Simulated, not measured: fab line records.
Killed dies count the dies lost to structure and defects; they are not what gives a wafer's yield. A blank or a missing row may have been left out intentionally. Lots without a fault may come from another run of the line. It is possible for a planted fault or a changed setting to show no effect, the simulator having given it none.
Split-lot trial | flow n5_finfet | route with 1938 steps; 7 lots, 21 wafers read

ON THE SPLIT
At N5_FIN_CUT_COAT_02 (resist thk 30 nm), the setting spin_rpm was moved away from the recipe's 1500 rpm on 9 of the 21 wafers read, by -10.7% to +7.6%. All remaining wafers had this setting at the recipe value.

FROM THE SPLIT TO THE READING: what the file shows between them, 2 steps
- N5_FIN_CUT_EXPOSE_05: exposes mask FIN CUT (also split here: dose_mj)
- N5_FIN_CUT_PEB_06: peb time 60 s

THE READING
CAR-EUV_of_FIN_CUT_COAT_02.thk_nm (the simulator's own value, which no gauge read), in nm, at N5_FIN_CUT_DEVELOP_07 (develop time 30 s). The file does not state a usual value for it. The 12 wafers here that ran the recipe average 29.7 nm, standard deviation 0.087 nm.

wafer  | tool, chamber at the split | spin_rpm as run, rpm | against the recipe | CAR-EUV_of_FIN_CUT_COAT_02.thk_nm, nm | against lot-mates on the recipe
L077.4 | litho_track-04, 0          | 1500                 | recipe             | 29.6                                  | -
L077.5 | litho_track-04, 0          | 1339                 | -10.7%             | 31.2                                  | +1.6
L077.6 | litho_track-04, 0          | 1339                 | -10.7%             | 31.4                                  | +1.8
L082.2 | litho_track-02, 0          | 1500                 | recipe             | 29.6                                  | -
L082.5 | litho_track-02, 0          | 1500                 | recipe             | 29.6                                  | -
L082.6 | litho_track-02, 0          | 1500                 | recipe             | 29.6                                  | -
L085.3 | litho_track-02, 0          | 1500                 | recipe             | 29.6                                  | -
L085.4 | litho_track-02, 0          | 1500                 | recipe             | 29.6                                  | -
L085.5 | litho_track-02, 0          | 1416                 | -5.6%              | 30.4                                  | +0.8
L087.3 | litho_track-04, 0          | 1500                 | recipe             | 29.6                                  | -
L087.6 | litho_track-04, 0          | 1500                 | recipe             | 29.6                                  | -
L087.4 | litho_track-04, 0          | 1432                 | -4.5%              | 30.2                                  | +0.6
L091.1 | litho_track-04, 0          | 1585                 | +5.7%              | 28.8                                  | -0.8
L091.3 | litho_track-04, 0          | 1585                 | +5.7%              | 28.8                                  | -0.8
L091.2 | litho_track-04, 0          | 1500                 | recipe             | 29.6                                  | -
L092.1 | litho_track-02, 0          | 1384                 | -7.7%              | 31                                    | +1.2
L092.3 | litho_track-02, 0          | 1500                 | recipe             | 29.8                                  | -
L092.5 | litho_track-02, 0          | 1500                 | recipe             | 29.8                                  | -
L095.1 | litho_track-02, 0          | 1614                 | +7.6%              | 28.6                                  | -1.2
L095.5 | litho_track-02, 0          | 1614                 | +7.6%              | 28.6                                  | -1.2
L095.2 | litho_track-02, 0          | 1500                 | recipe             | 29.8                                  | -

THE FIT
A straight line over all 21 wafers: CAR-EUV_of_FIN_CUT_COAT_02.thk_nm changes by -0.149 nm for each +1% of spin_rpm; r = -0.99; the points scatter about the line by 0.099 nm.
The same after taking each lot's own level away (the mean of its wafers on the recipe; 21 wafers): -0.154 nm for each +1%; r = -1.00; scatter 0.051 nm.
Per that fit: largest spin_rpm move, reading shift of 1.7 nm.
Measured against the standard deviation above, the lots' own levels, which go from 29.60 to 29.80 nm, span 2.3 times it.
The two slopes are in agreement: the lot-to-lot level therefore moves the slope only a little.
Check: for one of the wafers moved furthest among these (-10.7%), held out of the fit, the line's prediction against its lot-mates is +1.67 nm. Against them it came out at +1.6 nm.

OTHER SPLITS APPLIED TO THESE WAFERS
These wafers also went through other splits before the reading. Each is held against what the fit with the lots' levels taken away leaves over:
other split on the same wafers | wafers away from the commonest value | r with CAR-EUV_of_FIN_CUT_COAT_02.thk_nm (lot level and that fit taken away)
N5_WELL_APT_COAT_19 spin_rpm   | 9                                    | -0.05
N5_WELL_APT_PEB_23 peb_temp_c  | 5                                    | -0.11
N5_FIN_SAQP_PECVD_06 time_s    | 9                                    | -0.19
N5_FIN_CUT_EXPOSE_05 dose_mj   | 3                                    | -0.07

THE WHOLE CHAIN: every reading that the file lists as answering this split, in the file's order
step                  | what it does      | reading                                                                            | change (the file's fit)               | r (the file's)
N5_FIN_CUT_COAT_02    | resist thk 30 nm  | CAR-EUV_of_FIN_CUT_COAT_02.thk_nm (the simulator's own value, which no gauge read) | -0.157 nm for each +1% of the setting | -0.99
N5_FIN_CUT_DEVELOP_07 | develop time 30 s | CAR-EUV_of_FIN_CUT_COAT_02.thk_nm (the simulator's own value, which no gauge read) | -0.153 nm for each +1% of the setting | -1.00

THE FILE'S OWN FIT
CAR-EUV_of_FIN_CUT_COAT_02.thk_nm changes by -0.153 nm for each +1% of spin_rpm, r = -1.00.
